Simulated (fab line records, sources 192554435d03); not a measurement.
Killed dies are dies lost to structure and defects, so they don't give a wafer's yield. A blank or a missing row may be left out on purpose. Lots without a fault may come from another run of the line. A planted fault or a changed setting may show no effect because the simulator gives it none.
fab line records | flow n5_finfet
record lots=7 wafers=39
route steps=1938 shown MOL_CONTACT_COAG@542 BEOL_M1@753 BEOL_M2@844
start_h: hours from the record's first day to the start of the lot's first wafer shown | wait_h: hours since the lot's step before | " the same as in the row above | L1.1+2: a row that stands for several wafers | - no value, or no start given | * or withheld: withheld | < > ~ a bound
route shown NAME@n: a module of which the file shows steps, and the number in the route of the first | usual: mean/standard deviation of fault-free wafers | same: alike in all rows | chamber/n: place in a boat | sites: the reading at each site | _std_site: their standard deviation | _edge_site: outer sites' mean less inner sites' | radius_mm: how far each site lies from the wafer's centre | mask NAME#n: copy n | behind: the tool/chamber that last shaped the wafer | hold: why the lot was held/for how many hours/how that ended | device: the transistor (n, p or np) that didn't switch | end of line: the same wafers' tests at the end of the route | a step without rows: its recipe alone | killed: dies lost to structure and defects at the first sort, not the wafer's yield | map: a wafer's dies, x killed, . not, _ none there
set.NAME: the setting as run; set.NAME@STEP: as run at that earlier step | model.NAME: the simulator's own value behind a step, which no gauge read
lots whose settings were changed on purpose; a table a step, a row a wafer
## steps
# step N5_MOL_CONTACT_COAG_PRECLEAN_111
# recipe chemistry=NF3:NH3 afs_cycles=1 temp_c=30 time_s=20 sublimation_temp_c=180 sublimation_time_s=60 pressure_torr=3 rf_power_w=30
# columns lot.wafer tool chamber start_h wait_h set.time_s model.SiNx_of_SPACER0_ALD_07.thk_nm
L079.1+3+5+6 remote_plasma-01 0 128.43 0.2 20 1.2
L079.2+4 " 0 " " 20 1
L084.1 remote_plasma-02 1 154.13 0.2 20 1.2
L084.2+3+5 " 1 " " 31.63 0.6
L084.4+6 " 1 " " 20 1
L090.1+6 remote_plasma-02 1 186.78 0.2 20 1.2
L090.2+3+5 " 1 " " 10.34 1.6
L090.4 " 1 " " 20 1
L091.1+3+6 remote_plasma-01 1 191.42 0.2 20 1.2
L091.2+4+5 " 1 " " 20 1
L092.1+3+4 remote_plasma-01 1 198.19 0.2 20 1
L093.1+5+6 remote_plasma-01 0 210.02 0.4 20 1
L093.2+3+4 " 0 " " 20 1.2
L094.1+2+6 remote_plasma-02 1 214.22 0.2 20 1.2
L094.3+4+5 " 1 " " 30.24 0.8
# step N5_MOL_CONTACT_COAG_TI_SIL_19
# recipe material=Ti target_thk_a=42 temp_c=200 chamber_pressure_pa=5 power_w=5000 time_s=15
# step N5_MOL_CONTACT_COAG_ALD_20
# recipe material=TiN target_thk_a=15 temp_c=400 ald_precursor_family=TiCl4 ald_co_reactant=NH3 pulse_time_s=1 purge_time_s=3 co_reactant_purge_time_s=2 co_reactant_pulse_time_s=2 ald_cycles=68 pressure_torr=3
# step N5_MOL_CONTACT_COAG_PRECLEAN_125
# recipe chemistry=DIW time_s=57.5 temp_c=23
# step N5_MOL_CONTACT_COAG_SRD_126
# recipe dry_time_s=32 dry=n2_spin spin_rpm=1500
# step N5_MOL_CONTACT_COAG_CMP_23
# recipe stop_on=SiO2 t_overpolish_s=1.5 post_cmp_clean=cu_alkaline down_force_psi=2 platen_rpm=50.289 pad_velocity_m_s=1.0006 target_thk_nm=0
# columns lot.wafer tool chamber start_h wait_h set.time_s@MOL_CONTACT_COAG_PRECLEAN_111 model.SiNx_of_GATE_CUT_SAC_CAP_01.thk_nm
L079.2 cmp-03 3 134.25 0.0 20 18
L079.3+1+4+6+5 " 0,1,2,3,0 " " 20 18.2
L084.4+1+6 cmp-03 0,2,0 158.60 0.0 20 18.2
L084.3+2+5 " 1,3,1 " " 31.63 17.8
L090.3+2+5 cmp-03 3,1,0 191.99 0.0 10.34 18.6
L090.1+4+6 " 0,2,3 " " 20 18.2
L091.1+2+3+4+5+6 cmp-04 0,1,2,3,0,1 196.00 0.0 20 18.2
L092.1+4+3 cmp-03 1,2,0 203.76 0.0 20 18.2
L093.1 cmp-04 3 214.14 0.0 20 18.4
L093.2+4+3+6+5 " 0,1,2,3,0 " " 20 18.2
L094.1+6 cmp-03 3,0 219.28 0.0 20 18.2
L094.2 " 0 " " 20 18.4
L094.3+4+5 " 1,2,3 " " 30.24 18
# step N5_MOL_CONTACT_COAG_WET_ETCH_26
# recipe target=Co target_depth_nm=13
# columns lot.wafer tool chamber start_h wait_h set.time_s@MOL_CONTACT_COAG_PRECLEAN_111 model.SiNx_of_GATE_CUT_SAC_CAP_01.thk_nm
L079.1+3+4+5+6 wet_bench-06 1,2,3,4,0 134.60 0.0 20 18.2
L079.2 " 5 " " 20 18
L084.1+6 wet_bench-06 7,1 158.95 0.0 20 18.2
L084.2+5 " 6,5 " " 31.63 17.8
L084.3 " 4 " " 31.63 17.6
L084.4 " 0 " " 20 18
L090.1+6 wet_bench-06 3,2 192.34 0.0 20 18.2
L090.2+3+5 " 7,6,1 " " 10.34 18.6
L090.4 " 0 " " 20 18
L091.1+2+3+5+6 wet_bench-02 7,5,4,0,6 196.35 0.0 20 18.2
L091.4 " 1 " " 20 18
L092.1 wet_bench-02 3 204.11 0.0 20 18
L092.3+4 " 1,5 " " 20 18.2
L093.1+2+3+4+5+6 wet_bench-02 6,4,1,0,7,5 214.49 0.0 20 18.2
L094.1+6 wet_bench-02 6,1 219.63 0.0 20 18.2
L094.2 " 4 " " 20 18.4
L094.3+4 " 5,2 " " 30.24 17.8
L094.5 " 3 " " 30.24 18
# step N5_MOL_CONTACT_COAG_WET_ETCH_116
# recipe chemistry=SC1-inhibited target_depth_nm=4.6 dry=ipa_marangoni rinse_time_s=30 rinse_temp_c=23
# step N5_MOL_CONTACT_COAG_ALD_27
# recipe material=SiOC target_thk_a=170 temp_c=400 ald_precursor_family=carbosiloxane ald_co_reactant=H2-plasma pulse_time_s=1.5 time_s=2720 purge_time_s=2 co_reactant_purge_time_s=2 ald_cycles=340 pressure_torr=2
# step N5_MOL_CONTACT_COAG_CMP_28
# recipe stop_on=SiNx t_overpolish_s=0.85 post_cmp_clean=alkaline_brush down_force_psi=4.15 platen_rpm=51.8 pad_velocity_m_s=1.0307 target_thk_nm=14.522
# step N5_MOL_CONTACT_COAG_THK_MEAS_29
# recipe reads=SiNx_of_GATE_CUT_PECVD_57+SiNx_of_GATE_CUT_SAC_CAP_01
# usual MD_CAP_THK=17.92/0.087
# columns lot.wafer tool chamber start_h wait_h set.time_s@MOL_CONTACT_COAG_PRECLEAN_111 MD_CAP_THK[nm]
L079.1 film_metro-01 - 136.93 - 20 17.93
L079.2 " - " " 20 17.70
L079.3 " - " " 20 17.81
L079.4 " - " " 20 17.86
L079.5 " - " " 20 17.88
L079.6 " - " " 20 17.90
L084.1 film_metro-02 - 162.23 - 20 17.91
L084.2 " - " " 31.63 17.52
L084.3 " - " " 31.63 17.37
L084.4 " - " " 20 17.82
L084.5 " - " " 31.63 17.49
L084.6 " - " " 20 17.91
L090.1 film_metro-02 - 194.68 - 20 17.94
L090.2 " - " " 10.34 18.22
L090.3 " - " " 10.34 18.27
L090.4 " - " " 20 17.78
L090.5 " - " " 10.34 18.15
L090.6 " - " " 20 17.90
L091.1 film_metro-02 - 198.68 - 20 17.90
L091.2 " - " " 20 17.86
L091.3 " - " " 20 17.82
L091.4 " - " " 20 17.83
L091.5 " - " " 20 17.88
L091.6 " - " " 20 17.84
L092.1 film_metro-02 - 206.44 - 20 17.80
L092.3 " - " " 20 17.85
L092.4 " - " " 20 17.86
L093.1 film_metro-02 - 216.82 - 20 18.01
L093.2 " - " " 20 17.94
L093.3 " - " " 20 17.84
L093.4 " - " " 20 17.94
L093.5 " - " " 20 17.97
L093.6 " - " " 20 17.90
L094.1 film_metro-01 - 221.96 - 20 17.96
L094.2 " - " " 20 18.05
L094.3 " - " " 30.24 17.58
L094.4 " - " " 30.24 17.60
L094.5 " - " " 30.24 17.75
L094.6 " - " " 20 17.87
# step N5_MOL_CONTACT_COAG_ALD_123
# recipe material=SiNx target_thk_a=50 temp_c=400 ald_precursor_family=SiH2I2 ald_co_reactant=N2/H2-plasma pulse_time_s=1 purge_time_s=2 co_reactant_purge_time_s=2 ald_cycles=100 pressure_torr=2
# step N5_MOL_CONTACT_COAG_PECVD_31
# recipe material=SiO2 target_thk_a=460 temp_c=400 precursor=TEOS/O2 pressure_torr=6.5 rf_w=withheld teos_flow_sccm=withheld gas=O2 flow_sccm=2650 time_s=8.9
# step N5_MOL_CONTACT_COAG_VIA_ETCH_46
# recipe chemistry=C4F6/O2 target_depth_a=460 overetch_a=92 mask_material=SOC target=SiO2 bias_w=455 pressure_mtorr=10 time_s=40 source_w=325 Ar_flow_sccm=300 C4F6_flow_sccm=10 O2_flow_sccm=10 ion_energy_ev=575.3 ends=end_point
# step N5_MOL_CONTACT_COAG_STRIP_96
# recipe chemistry=N2/H2 power_w=500 temp_c=40 pressure_mtorr=50 rf_frequency_hz=6e+07 overash_fraction=0.3 bias_power_w=28 h2_frac=0.5 n2_flow_sccm=300 h2_flow_sccm=300
# step N5_MOL_CONTACT_COAG_ETCH_47
# recipe chemistry=CH3F/O2 target=SiNx target_depth_a=270 mask_material=SiO2 stop_on=W over_etch_frac=0.2 ion_energy_ev=120 endpoint=OES-CN pressure_mtorr=30 source_w=395 bias_w=73 Ar_flow_sccm=150 CH3F_flow_sccm=30 O2_flow_sccm=20 ends=end_point
# columns lot.wafer tool chamber start_h wait_h set.time_s@MOL_CONTACT_COAG_PRECLEAN_111 model.etch.depth_nm
L079.1 rie_diel-01 1 139.92 0.0 20 17.94
L079.2 " 3 " " 20 17.74
L079.3 " 2 " " 20 17.81
L079.4 " 0 " " 20 17.87
L079.5 " 2 " " 20 17.88
L079.6 " 3 " " 20 17.9
L084.1 rie_diel-02 2 165.09 0.0 20 17.92
L084.2 " 3 " " 31.63 17.56
L084.3 " 0 " " 31.63 17.38
L084.4 " 1 " " 20 17.8
L084.5 " 0 " " 31.63 17.49
L084.6 " 3 " " 20 17.84
L090.1 rie_diel-06 1 196.36 0.0 20 17.92
L090.2+5 " 3,1 " " 10.34 18.21
L090.3 " 2 " " 10.34 18.22
L090.4 " 0 " " 20 17.79
L090.6 " 0 " " 20 17.91
L091.1+2 rie_diel-06 1,3 200.27 0.0 20 17.87
L091.3 " 0 " " 20 17.83
L091.4 " 0 " " 20 17.78
L091.5 " 1 " " 20 17.84
L091.6 " 3 " " 20 17.82
L092.1 rie_diel-02 2 208.27 0.0 20 17.79
L092.3 " 0 " " 20 17.84
L092.4 " 1 " " 20 17.85
L093.1 rie_diel-06 2 218.61 0.0 20 17.98
L093.2 " 0 " " 20 17.91
L093.3 " 1 " " 20 17.84
L093.4 " 3 " " 20 17.93
L093.5 " 0 " " 20 17.96
L093.6 " 3 " " 20 17.85
L094.1 rie_diel-06 3 223.54 0.0 20 17.94
L094.2 " 0 " " 20 18.04
L094.3 " 2 " " 30.24 17.6
L094.4 " 1 " " 30.24 17.58
L094.5 " 3 " " 30.24 17.71
L094.6 " 0 " " 20 17.86
# step N5_BEOL_M1_PECVD_72
# recipe material=SiO2 target_thk_a=160 temp_c=400 precursor=TEOS/O2 pressure_torr=5.5 rf_w=450 teos_flow_sccm=53.8 gas=O2 flow_sccm=3000 time_s=18
# columns lot.wafer tool chamber start_h wait_h set.time_s model.SiO2_of_BEOL_M1_PECVD_72.thk_nm
L079.1 pecvd-01 1 158.03 0.0 10.7 9.4
L079.2 " 0 " " 10.7 9.8
L079.3 " 2 " " 18 15.8
L079.4 " 1 " " 10.7 9.6
L079.5+6 " 0,2 " " 18 16
L084.1 pecvd-04 2 186.83 0.0 18 15.6
L084.2 " 0 " " 18 16
L084.3 " 1 " " 23.32 20.4
L084.4+5 " 1,2 " " 23.32 20.6
L084.6 " 0 " " 18 16.4
L090.1+4 pecvd-04 1 216.87 0.0 18 15.8
L090.2 " 2 " " 7.883 7
L090.3 " 0 " " 7.883 7.4
L090.5 " 0 " " 18 16.4
L090.6 " 2 " " 7.883 6.8
L091.1+3+6 pecvd-02 1,0,0 219.69 0.0 18 15.8
L091.2 " 0 " " 18 15.6
L091.4 " 1 " " 18 16.2
L091.5 " 1 " " 18 16
L092.1 pecvd-02 0 225.53 0.0 18 15.6
L092.3 " 0 " " 18 15.8
L092.4 " 1 " " 18 16.4
L093.1+6 pecvd-01 0,1 241.40 0.0 18 16
L093.2 " 2 " " 28.46 24.8
L093.3 " 1 " " 18 15.8
L093.4+5 " 2,0 " " 28.46 25
L094.1 pecvd-01 1 246.52 0.0 18 15.6
L094.2 " 0 " " 28.31 24.6
L094.3 " 2 " " 18 16
L094.4 " 2 " " 28.31 25
L094.5 " 1 " " 18 16.2
L094.6 " 0 " " 28.31 24.8
# step N5_BEOL_M2_HM_DEP_02
# recipe material=TiN target_thk_a=200 temp_c=25 chamber_pressure_pa=0.49996
# columns lot.wafer tool chamber start_h wait_h set.target_thk_a model.TiN_of_BEOL_M2_HM_DEP_02.thk_nm
L079.1 pvd_sputter-03 - 175.95 2.1 200 20
L079.2+3 " - " " 268.8 27
L079.4 " - " " 268.8 27.4
L079.5+6 " - " " 200 20.2
L084.1+4+6 pvd_sputter-01 - 203.58 1.6 200 20
L084.2+5 " - " " 200 20.2
L084.3 " - " " 200 19.8
L090.1+5+6 pvd_sputter-01 - 234.97 0.0 231.5 23
L090.2 " - " " 200 20.2
L090.3+4 " - " " 200 20
L091.1+6 pvd_sputter-02 - 239.10 0.8 200 20
L091.2 " - " " 280.4 27.6
L091.3 " - " " 200 20.2
L091.4+5 " - " " 280.4 28
L092.1 pvd_sputter-03 - 240.19 1.7 200 20.4
L092.3 " - " " 200 20.2
L092.4 " - " " 200 20
L093.1+2 pvd_sputter-03 - 253.39 0.5 269.7 27.2
L093.3 " - " " 269.7 27.4
L093.4 " - " " 200 20.2
L093.5+6 " - " " 200 20.4
L094.1 pvd_sputter-03 - 261.30 0.8 200 20.6
L094.2+5 " - " " 200 20.4
L094.3+4 " - " " 131 13.6
L094.6 " - " " 131 13.8
# step N5_BEOL_M2_COAT_61
# recipe resist=SOC temp_c=250 time_s=60 spin_rpm=1500 resist_thk_nm=60
# step N5_BEOL_M2_COAT_62
# recipe resist=SiARC temp_c=220 time_s=60 spin_rpm=1500 resist_thk_nm=12
# step N5_BEOL_M2_STRIP_75
# recipe chemistry=N2/H2 temp_c=40 n2_flow_sccm=200 h2_flow_sccm=200 rf_frequency_hz=6e+07
# step N5_BEOL_M2_STRIP_66
# recipe chemistry=CF4 resist=SiARC power_w=300 bias_power_w=75 pressure_mtorr=50 cf4_flow_sccm=150 rf_frequency_hz=6e+07
# step N5_BEOL_M2_HM_OPEN_17
# recipe chemistry=Cl2/BCl3 target_depth_a=200 overetch_a=60 target=TiN mask_material=SOC ion_energy_ev=150 pressure_mtorr=10 icp_w=1000 bias_w=126 Cl2_flow_sccm=53.25 bcl3_flow_sccm=21.75 Ar_flow_sccm=25
# columns lot.wafer tool chamber start_h wait_h set.target_thk_a@BEOL_M2_HM_DEP_02 model.etch.depth_nm
L079.1 rie_metal-01 1 176.72 0.0 200 20.08
L079.2 " 0 " " 268.8 26.39
L079.3 " 0 " " 268.8 26.38
L079.4 " 1 " " 268.8 27.06
L079.5 " 0 " " 200 20.25
L079.6 " 1 " " 200 20.22
L084.1 rie_metal-01 1 204.57 0.0 200 20.03
L084.2 " 0 " " 200 20.28
L084.3 " 0 " " 200 19.89
L084.4 " 1 " " 200 19.9
L084.5 " 1 " " 200 20.29
L084.6 " 0 " " 200 20.08
L090.1 rie_metal-03 1 235.87 0.0 231.5 22.98
L090.2 " 0 " " 200 20.22
L090.3 " 0 " " 200 19.97
L090.4 " 1 " " 200 19.92
L090.5 " 0 " " 231.5 23.09
L090.6 " 1 " " 231.5 22.97
L091.1 rie_metal-03 0 239.87 0.0 200 19.95
L091.2 " 1 " " 280.4 26.51
L091.3 " 1 " " 200 20.11
L091.4 " 0 " " 280.4 25.62
L091.5 " 1 " " 280.4 26.54
L091.6 " 0 " " 200 19.93
L092.1 rie_metal-01 1 241.33 0.0 200 20.41
L092.3 " 0 " " 200 20.29
L092.4 " 1 " " 200 19.97
L093.1 rie_metal-03 1 254.36 0.0 269.7 26.4
L093.2 " 0 " " 269.7 25.83
L093.3 " 1 " " 269.7 26.64
L093.4 " 0 " " 200 20.23
L093.5 " 1 " " 200 20.34
L093.6 " 0 " " 200 20.38
L094.1 rie_metal-01 0 262.92 0.1 200 20.51
L094.2 " 1 " " 200 20.38
L094.3 " 0 " " 131 13.66
L094.4 " 1 " " 131 13.6
L094.5 " 0 " " 200 20.43
L094.6 " 1 " " 131 13.74
## key
split step=N5_MOL_CONTACT_COAG_PRECLEAN_111 setting=time_s stated=20 by=wafer
response step=N5_MOL_CONTACT_COAG_PRECLEAN_111 reading=model.SiNx_of_SPACER0_ALD_07.thk_nm change=-0.00842 per=1% r=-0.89
response step=N5_MOL_CONTACT_COAG_CMP_23 reading=model.SiNx_of_GATE_CUT_SAC_CAP_01.thk_nm change=-0.00675 per=1% r=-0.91
response step=N5_MOL_CONTACT_COAG_WET_ETCH_26 reading=model.SiNx_of_GATE_CUT_SAC_CAP_01.thk_nm change=-0.00795 per=1% r=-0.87
response step=N5_MOL_CONTACT_COAG_THK_MEAS_29 reading=MD_CAP_THK change=-0.00685 per=1% r=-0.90
response step=N5_MOL_CONTACT_COAG_ETCH_47 reading=model.etch.depth_nm change=-0.0065 per=1% r=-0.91
split step=N5_BEOL_M1_PECVD_72 setting=time_s stated=18 by=wafer
response step=N5_BEOL_M1_PECVD_72 reading=model.SiO2_of_BEOL_M1_PECVD_72.thk_nm change=+0.156 per=1% r=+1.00
split step=N5_BEOL_M2_HM_DEP_02 setting=target_thk_a stated=200 by=wafer
response step=N5_BEOL_M2_HM_DEP_02 reading=model.TiN_of_BEOL_M2_HM_DEP_02.thk_nm change=+0.197 per=1% r=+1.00
response step=N5_BEOL_M2_HM_OPEN_17 reading=model.etch.depth_nm change=+0.176 per=1% r=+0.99
